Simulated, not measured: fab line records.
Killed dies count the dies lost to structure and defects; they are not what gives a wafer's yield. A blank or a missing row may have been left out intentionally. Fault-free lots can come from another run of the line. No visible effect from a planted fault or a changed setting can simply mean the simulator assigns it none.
8D (eight disciplines) problem report, filled in by code -- flow nandHarc -- the parts of the form that need people (team, actions taken, sign-off) are left out

## 1. THE PROBLEM
Wafers without a fault read 28.9 s, standard deviation 2.3; timeToEndpointS at NHARC_P_M1_CMP_23 reads a mean of 42.8 s on 2 wafers belonging to 2 lots. That puts it +6.0 standard deviations away from the usual mean.
The step: polishes, t overpolish 20 s, target thk 157.82 nm.
First seen on wafer L578.2, day 10 11:12, on cmp-01. Wafers with a number at this step in the record: 33, from 11 lots. Rule for "out", or "out of limits": more than 4 standard deviations from the usual mean. All remaining wafers that have a number are taken as sound.

## 2. WHAT IT IS, WHAT IT ISN'T
question,is,is not
which readings at this step,timeToEndpointS,"motorCurrentA, padLifeWafers"
which lots,"L578, L579","L569, L570, L571, L573, L576, L588, L589, L590, L591"
which wafers of those lots,"L578.2, L579.2","L578.4, L578.6, L579.5, L579.6"
read on which tools,cmp-01,"cmp-02, cmp-03"
when,from day 10 11:12,"up to then (17 sound wafers); but 14 sound wafers of L579, L588, L589, L590, L591 came after"

## 3. SUSPECTS, AND WHAT RULES EACH OUT
Counting: any tool at a process step up to the reading remains a suspect provided it ran every lot that is out. Sound lots after the first of them don't rule it out here, since some wafers of a struck lot are sound.
- rieDiel-06 at NHARC_P_M1_ETCH_15 (etches the open film in C4F8/Ar, target depth 182.5 nm, time 91.2 s): kept. Ran every lot that is out, first one L578 (day 10 09:14); last sound lot up to then L576 (day 9 14:52). Because NHARC_P_M1_ETCH_15 lacks a start for some lots, the hours and order of its lots are taken from NHARC_P_M1_STRIP_18.
- ecdCu-02 at NHARC_P_M1_ECD_22 (material Cu, target thk 400 nm): kept. Ran every lot that is out, first one L578 (day 10 10:27); last sound lot up to then L576 (day 9 15:58).
- cmp-01 at NHARC_P_M1_CMP_23 (polishes, t overpolish 20 s, target thk 157.82 nm): kept. Ran every lot that is out, first one L578 (day 10 11:12); last sound lot up to then L569 (day 6 15:19). Its own readings are out on those wafers: timeToEndpointS.
rieDiel-06 at NHARC_P_M1_ETCH_15, ecdCu-02 at NHARC_P_M1_ECD_22 and cmp-01 at NHARC_P_M1_CMP_23 are what is left after counting.

## 4. THE CAUSE (what the simulator had put in)
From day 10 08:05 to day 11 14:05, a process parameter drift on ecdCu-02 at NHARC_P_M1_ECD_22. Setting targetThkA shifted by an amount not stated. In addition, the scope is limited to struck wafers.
This tool is one of the 3 suspects left after counting.

## 5. SEQUENCE OF EFFECTS, ordered by route
Each row: a reading whose mean over the struck wafers that have a number lies more than 3 standard deviations from the usual. Scope: only readings with a usual standard deviation given in the record; hours: median across lots of the time from each lot's start at the first step in this table that gives one to its start at this step; sigmas: change in usual standard deviations.
hours,step,reading,usual,on struck wafers,change,sigmas
0,NHARC_P_M1_CMP_23,timeToEndpointS,28.9 s,42.8,+13.9,+6.0
Here are the process steps it includes:
- NHARC_P_M1_CMP_23: polishes, t overpolish 20 s, target thk 157.82 nm.

## 6. WHAT WOULD HAVE CAUGHT IT SOONER
The fault began at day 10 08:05; the first out-of-limits reading in this record came at day 10 11:12, 3 hours later.
Among the 2 lots that are out, L579 began NHARC_P_M1_ECD_22 on ecdCu-02 after day 10 11:12. A tool hold placed at that time would have kept it from harm.
